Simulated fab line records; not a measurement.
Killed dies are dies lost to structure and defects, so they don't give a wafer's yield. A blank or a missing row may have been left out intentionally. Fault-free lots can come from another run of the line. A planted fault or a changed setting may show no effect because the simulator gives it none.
Split-lot study ; flow n5 finfet ; route with 1938 steps; 7 lots, 39 wafers read

== THE SPLIT ==
At N5_DUMMY_GATE_ETCH_37 (etches SOC in N2/H2, target depth 60 nm, overetch 30 nm), the setting source w was moved away from the recipe's 840 W on 15 of the 39 wafers read, by -17.5% to +11.3%. For the rest of the wafers, this setting stayed at what the recipe calls for.

The reading comes from the split's own step.

== THE READING ==
rf vpp V, in V, at N5_DUMMY_GATE_ETCH_37 (etches SOC in N2/H2, target depth 60 nm, overetch 30 nm). Fault-free wafers of this fab line usually give 525.1 V, standard deviation 2.5 V.

wafer;tool, chamber at the split;source w as run, W;against the recipe;rf vpp V, V;against lot-mates on the recipe
L074.1;rie diel-05, 2;692.8;-17.5%;561.5;+35.1
L074.2;rie diel-05, 1;840;recipe;526.8;-
L074.3;rie diel-05, 0;692.8;-17.5%;562.1;+35.7
L074.4;rie diel-05, 3;692.8;-17.5%;556.3;+29.9
L074.5;rie diel-05, 1;840;recipe;526.5;-
L074.6;rie diel-05, 0;840;recipe;525.9;-
L079.1;rie diel-05, 3;840;recipe;522.8;-
L079.2;rie diel-05, 2;840;recipe;526.4;-
L079.3;rie diel-05, 1;840;recipe;528.8;-
L086.1;rie diel-03, 2;748.9;-10.8%;546.0;+19.7
L086.2;rie diel-03, 1;840;recipe;525.3;-
L086.3;rie diel-03, 3;840;recipe;526.3;-
L086.4;rie diel-03, 0;748.9;-10.8%;547.0;+20.7
L086.5;rie diel-03, 2;748.9;-10.8%;546.6;+20.3
L086.6;rie diel-03, 1;840;recipe;527.2;-
L090.1;rie diel-06, 0;840;recipe;526.1;-
L090.2;rie diel-06, 2;748.2;-10.9%;541.8;+17.3
L090.3;rie diel-06, 3;748.2;-10.9%;540.2;+15.7
L090.4;rie diel-06, 1;748.2;-10.9%;547.1;+22.6
L090.5;rie diel-06, 1;840;recipe;526.4;-
L090.6;rie diel-06, 2;840;recipe;520.9;-
L094.1;rie diel-05, 3;791.1;-5.8%;535.2;+8.7
L094.2;rie diel-05, 1;840;recipe;527.9;-
L094.3;rie diel-05, 2;840;recipe;524.6;-
L094.4;rie diel-05, 0;791.1;-5.8%;536.9;+10.4
L094.5;rie diel-05, 1;840;recipe;526.9;-
L094.6;rie diel-05, 2;791.1;-5.8%;537.5;+11.0
L095.1;rie diel-05, 3;935.3;+11.3%;502.9;-24.1
L095.2;rie diel-05, 1;840;recipe;527.3;-
L095.3;rie diel-05, 2;935.3;+11.3%;506.9;-20.1
L095.4;rie diel-05, 0;840;recipe;527.4;-
L095.5;rie diel-05, 2;840;recipe;526.4;-
L095.6;rie diel-05, 3;935.3;+11.3%;504.3;-22.7
L097.1;rie diel-05, 2;840;recipe;524.8;-
L097.2;rie diel-05, 1;840;recipe;526.7;-
L097.3;rie diel-05, 3;840;recipe;522.0;-
L097.4;rie diel-05, 0;840;recipe;527.4;-
L097.5;rie diel-05, 2;840;recipe;527.0;-
L097.6;rie diel-05, 3;840;recipe;522.4;-

THE FIT
A straight line over all 39 wafers: rf vpp V changes by -1.86 V for each +1% of source w; r = -0.99; the points scatter about the line by 2.2 V.
The same after taking each lot's own level away (the mean of its wafers on the recipe; 39 wafers): -1.88 V for each +1%; r = -0.99; scatter 2 V.
The reading moves by 33 V for the largest change in source w, on that fit.
Measured against the standard deviation above, the lots' own levels, which go from 524.47 to 527.03 V, span 1.0 times it.
Hence the lot-to-lot level has little effect on the slope; both slopes agree.
Check: +32.4 V against its lot-mates is what the line predicts for one of the wafers moved furthest among these (-17.5%) when that wafer is left out of the fit. Against them it came out at +35.1 V.
Tool readings at the split's step, against how far the setting was moved: rf vpp V r = -0.99.

== ADDITIONAL SPLITS CARRIED BY THESE WAFERS ==
Before the reading, these wafers also passed through other splits. Each is held against what the fit with the lots' levels taken away leaves over:
other split on the same wafers;wafers away from the commonest value;r with rf vpp V (lot level and that fit taken away)
N5_PMOS_HMC_CHANNEL_EPI_EPI_20 temp c;15;+0.01
N5_DUMMY_GATE_EXPOSE_12 dose mj;18;+0.03

== THE FILE'S OWN FIT ==
rf vpp V changes by -1.87 V for each +1% of source w, r = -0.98.
